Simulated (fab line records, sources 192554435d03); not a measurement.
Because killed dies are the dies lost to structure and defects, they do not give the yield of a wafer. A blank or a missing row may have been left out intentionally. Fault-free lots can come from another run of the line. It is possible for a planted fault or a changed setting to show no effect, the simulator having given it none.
Which tool did it? -- flow n5Finfet -- Sampling: 12 lots, 36 wafers, 5 of 1938 route steps

## WHAT EACH GAUGE READ, for each wafer
N5_BEOL_M5_CD_MEAS_11: target cd 27.74 nm.
lot,measured,on,cdNm (nm)
L074,day 8 01:11,cdSem-03,28.16 28.19 28.27
L077,day 8 16:23,cdSem-03,27.49 27.91 27.86
L078,day 9 08:35,cdSem-03,27.69 27.72 28.04
L081,day 9 16:11,cdSem-03,27.65 28.06 27.64
L083,day 10 02:19,cdSem-03,28.17 27.86 28.25
L087,day 11 06:09,cdSem-03,27.96 28.18 28.25
L086,day 11 12:13,cdSem-02,27.68 28.22 27.90
L089,day 12 08:55,cdSem-01,28.40 28.01 27.95
L090,day 12 11:11,cdSem-01,27.51 28.28 28.01
L093,day 12 11:57,cdSem-01,27.86 27.71 27.80
L095,day 13 11:28,cdSem-03,28.15 28.01 28.06
L097,day 14 01:26,cdSem-03,28.19 28.15 28.26

## WHICH TOOL RAN EACH LOT (tool, then ch and the chambers of the sampled wafers, then the start)
lot,N5_BEOL_M4_STRIP_36,N5_BEOL_M4_ALD_84,N5_BEOL_M4_ANNEAL_89,N5_BEOL_M4_SPUTTER_96
L074,"rieDiel-04 ch 0,2,3, day 7 18:08","aldMetal-03 ch 0,1,3, day 7 19:10","pvdSputter-02, day 7 20:43","pvdSputter-02, day 7 21:31"
L077,"rieDiel-05 ch 1,2, day 8 10:12","aldMetal-01 ch 1,2, day 8 10:49","pvdSputter-03, day 8 12:17","pvdSputter-03, day 8 13:05"
L078,"rieDiel-03 ch 1,2,3, day 8 23:28","aldMetal-01 ch 1,2, day 9 00:45","pvdSputter-02, day 9 02:55","pvdSputter-02, day 9 03:43"
L081,"rieDiel-04 ch 2,3, day 9 08:53","aldMetal-03 ch 0,2,3, day 9 09:30","pvdSputter-02, day 9 10:54","pvdSputter-02, day 9 11:42"
L083,"rieDiel-04 ch 1,3, day 9 15:36","aldMetal-04 ch 0,2,3, day 9 16:50","pvdSputter-02, day 9 18:37","pvdSputter-02, day 9 23:10"
L087,"rieDiel-05 ch 0,1,3, day 10 22:29","aldMetal-04 ch 2,3, day 10 23:29","pvdSputter-01, day 11 01:00","pvdSputter-01, day 11 01:48"
L086,"rieDiel-04 ch 0,1,2, day 11 05:27","aldMetal-04 ch 1,2, day 11 06:08","pvdSputter-01, day 11 07:35","pvdSputter-01, day 11 08:23"
L089,"rieDiel-03 ch 0,3, day 11 23:54","aldMetal-04 ch 0,1, day 12 00:33","pvdSputter-03, day 12 02:01","pvdSputter-03, day 12 02:49"
L090,"rieDiel-03 ch 0,1,3, day 12 02:47","aldMetal-01 ch 1,2,3, day 12 04:18","pvdSputter-02, day 12 05:50","pvdSputter-02, day 12 06:38"
L093,"rieDiel-03 ch 0,1,2, day 12 05:13","aldMetal-04 ch 1,2,3, day 12 05:44","pvdSputter-03, day 12 07:26","pvdSputter-03, day 12 08:14"
L095,"rieDiel-03 ch 0,2,3, day 13 03:20","aldMetal-03 ch 2,3, day 13 04:10","pvdSputter-01, day 13 05:50","pvdSputter-01, day 13 06:38"
L097,"rieDiel-04 ch 0,1,3, day 13 19:05","aldMetal-04 ch 1,3, day 13 19:49","pvdSputter-01, day 13 21:24","pvdSputter-01, day 13 22:12"
- N5_BEOL_M4_STRIP_36: strips in N2/H2.
- N5_BEOL_M4_ALD_84: deposits TaN, pulse time 2 s, purge time 3 s, co reactant purge time 2 s.
- N5_BEOL_M4_ANNEAL_89: time 240 s.
- N5_BEOL_M4_SPUTTER_96: material Cu, target thk 4.5 nm, time 8.29 s.

## THE ANSWER, worked out from the rows above alone
Rule: the usual values come from the lots themselves. The widest of any qualifying gaps counts: lots, ordered by their means at a reading, are off when they make up no more than a third of the lots, leave a main group of 4 or more, and stand apart from it by 3 or more times the standard deviation of that group's means. A main group whose means are all the same, to the digits that the tables above print for the reading, isn't used. Also off: a lot with no number at a reading for which 4 or more lots have one. The other lots that the step has rows for count as sound.
None of the lots is off at any reading shown; this tells nothing.

## WHAT WAS PUT IN BY THE SIMULATOR
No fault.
